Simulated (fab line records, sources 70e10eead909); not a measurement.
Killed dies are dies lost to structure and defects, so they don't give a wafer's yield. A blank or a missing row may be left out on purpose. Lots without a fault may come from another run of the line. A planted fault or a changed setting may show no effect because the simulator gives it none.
Chamber matching | flow nand_harc | NHARC_P_CONTACT_ALD_22 on ald_metal-01: 4 sister chambers
The step deposits TiN, target thk 3 nm, pulse time 1 s, ald cycles 150. 4 wafers are shown with their chamber, then 10 later ones without.

WAFERS WITH THEIR CHAMBER
wafer  | chamber | heater_power_w (W)
L090.1 | 2       | 1105
L090.3 | 0       | 1016
L091.2 | 3       | 1221
L091.4 | 1       | 1111

WAFERS WITHOUT THEIR CHAMBER
wafer  | heater_power_w (W)
L091.6 | 1005
L094.1 | 1227
L094.4 | 1120
L094.5 | 1111
L095.1 | 1094
L095.5 | 1232
L095.6 | 989
L097.1 | 1090
L097.3 | 1091
L097.6 | 1100

WHICH CHAMBER EACH WENT THROUGH
wafer  | from the rows above     | in truth
L091.6 | 0                       | 0
L094.1 | 3                       | 3
L094.4 | can't be placed: 1 or 2 | 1
L094.5 | can't be placed: 1 or 2 | 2
L095.1 | can't be placed: 2 or 1 | 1
L095.5 | 3                       | 3
L095.6 | 0                       | 0
L097.1 | can't be placed: 2 or 1 | 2
L097.3 | can't be placed: 2 or 1 | 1
L097.6 | can't be placed: 2 or 1 | 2
Placed correctly: 4 of 10. Can't be placed from these rows: 6 (the true chamber is among the candidates in 6). Placed wrongly: 0.
How it was worked out, from the rows above alone: a wafer's distance from a chamber is the root of the sum, over the readings, of the square of ((its reading less the chamber's mean) divided by the reading's scatter). The wafer belongs to the nearest chamber; if the next one is less than 2 further off, it can't be placed. A chamber's mean is the mean of its shown wafers. The scatter: with one shown wafer a chamber, the root of the mean of the squares of how far each hidden wafer lies from its nearest shown one.
